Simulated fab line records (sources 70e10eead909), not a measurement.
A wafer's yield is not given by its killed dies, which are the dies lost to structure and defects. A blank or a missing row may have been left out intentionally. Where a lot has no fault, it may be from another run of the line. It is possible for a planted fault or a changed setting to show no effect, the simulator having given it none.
Problem report in the 8D (eight disciplines) form, filled by code :: flow nand harc :: the parts of the form that need people (team, actions taken, sign-off) are left out

1. THE ISSUE
Mean of raw defect count at NHARC_P_GATE_INSPECT_68: 518 across 2 wafers in 2 lots; on wafers with no fault it is 199 (standard deviation 76). That puts it +4.2 standard deviations away from the usual mean.
First seen on wafer L903.4, day 10 00:20, on defect inspect-02. The record holds 18 wafers of 6 lots with a number at this step. Rule for "out", or "out of limits": more than 4 standard deviations from the usual mean. Any other wafer with a number is counted as sound.

2. WHAT IT IS; WHAT IT IS NOT
question: which readings at this step
is: raw defect count
is not: -

question: which lots
is: L903, L904
is not: L897, L900, L914, L916

question: which wafers of those lots
is: L903.4, L904.4
is not: L903.1, L903.2, L904.2, L904.3

question: read on which gauges
is: defect inspect-01, defect inspect-02
is not: -

question: when
is: from day 10 00:20
is not: up to then (8 sound wafers); but 8 sound wafers of L904, L914, L916 came after

3. SUSPECTS, AND WHAT RULES EACH OUT
Counting: a tool at a process step up to the reading stays a suspect if it ran every lot that is out. Sound lots after the first of them don't rule it out here, since some wafers of a struck lot are sound.
- ruled out: the gauge at NHARC_P_GATE_INSPECT_68. The wafers that are out were read on 2 gauges (defect inspect-01, defect inspect-02).
- wet bench-04 at NHARC_P_GATE_PRECLEAN_97 (cleans in SPM, time 600 s): kept. It ran every lot that is out, first L903 (day 9 16:55); its last sound lot up to then is L900 (day 8 12:37).
- rie diel-08 at NHARC_P_GATE_DESCUM_48 (chemistry O2, time 3 s): kept. It ran every lot that is out, first L903 (day 9 17:53).
- In wet bench-04 at NHARC_P_GATE_PRECLEAN_97, the wafers that are out were processed in chamber 6 and their sound lot-mates in chambers 0, 2, 4, 7.
The count leaves rie diel-08 at NHARC_P_GATE_DESCUM_48 and wet bench-04 at NHARC_P_GATE_PRECLEAN_97.

4. THE CAUSE (what the simulator had put in)
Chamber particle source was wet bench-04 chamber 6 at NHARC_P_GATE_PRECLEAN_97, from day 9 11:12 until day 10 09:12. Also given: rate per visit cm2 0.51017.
Of the 2 suspects that counting leaves, this tool is one.

5. SEQUENCE OF EFFECTS, ordered by route
Each row: a reading whose mean over the struck wafers that have a number lies more than 3 standard deviations from the usual. Only readings whose record carries a usual standard deviation are examined. hours: median over the lots of the time between each lot's start at the first step of this table that gives one and its start at this step. sigmas: the change, counted in usual standard deviations.
hours: 0
step: NHARC_P_GATE_INSPECT_68
reading: raw defect count
usual: 199
on struck wafers: 518
change: +319
sigmas: +4.2

hours: 442
step: NHARC_END_SORT_01
reading: killed at periphery
usual: 3.7
on struck wafers: 51.0
change: +47.3
sigmas: +16

hours: 442
step: NHARC_END_SORT_01
reading: killed dies
usual: 58
on struck wafers: 114
change: +56
sigmas: +3.5

6. WHAT WOULD HAVE CAUGHT IT SOONER
Counted from the fault's start at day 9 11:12, it took 13 hours until the first out-of-limits reading at a measuring or inspecting step in this record, taken at day 10 00:20.
No tool reading at NHARC_P_GATE_PRECLEAN_97 that has a usual standard deviation in the record was out on any struck wafer, so an alarm limit of 4 standard deviations on those readings would not have fired.
Among the 2 lots that are out, L904 began NHARC_P_GATE_PRECLEAN_97 on wet bench-04 after day 10 00:20. Had the tool been put on hold then, it would have been spared.
